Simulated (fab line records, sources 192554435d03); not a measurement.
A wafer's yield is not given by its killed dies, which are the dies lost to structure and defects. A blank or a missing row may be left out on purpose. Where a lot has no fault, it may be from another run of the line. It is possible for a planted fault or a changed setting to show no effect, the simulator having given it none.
Chamber matching	flow n5_finfet	ald_sin-04 running N5_GATE_CUT_ALD_22: 4 sister chambers
The step deposits SiNx, target thk 16 nm, pulse time 1 s, ald cycles 320. 8 wafers are shown with their chamber, then 10 later ones without.

EACH WAFER AND ITS CHAMBER
wafer	chamber	heater_power_w (W)	precursor_pulse_height_rel
L083.6	2	925	1.024
L085.2	1	939	0.996
L085.5	0	973	1.025
L087.4	3	716	0.971
L087.5	2	936	0.994
L087.6	3	706	1.017
L088.1	0	984	1.022
L088.3	1	933	0.977

WAFERS WITHOUT THEIR CHAMBER
wafer	heater_power_w (W)	precursor_pulse_height_rel
L088.5	950	1.027
L093.3	952	1.032
L093.5	713	0.995
L093.6	987	0.995
L094.1	712	1.019
L094.4	938	1.028
L094.5	951	0.988
L095.2	986	1.000
L095.3	718	0.995
L095.6	962	1.003

EACH ONE'S CHAMBER
wafer	from the rows above	in truth
L088.5	can't be placed: 1 or 2 or 0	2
L093.3	can't be placed: 1 or 2 or 0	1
L093.5	3	3
L093.6	0	0
L094.1	3	3
L094.4	can't be placed: 2 or 1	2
L094.5	can't be placed: 1 or 2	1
L095.2	0	0
L095.3	3	3
L095.6	can't be placed: 0 or 1 or 2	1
Correct placement for 5 of the 10. These rows do not allow placing 5 (true chamber among the candidates in 5). Number placed wrongly: 0.
How it was worked out, from the rows above alone: a wafer's distance from a chamber is the root of the sum, over the readings, of the square of ((its reading less the chamber's mean) divided by the reading's scatter). The wafer belongs to the nearest chamber; if the next one is less than 2 further off, it can't be placed. Each chamber's mean is taken over the wafers shown for it. The scatter is the square root of a quotient: the sum, over the shown wafers, of each reading's squared deviation from its chamber's mean, divided by wafers minus chambers.
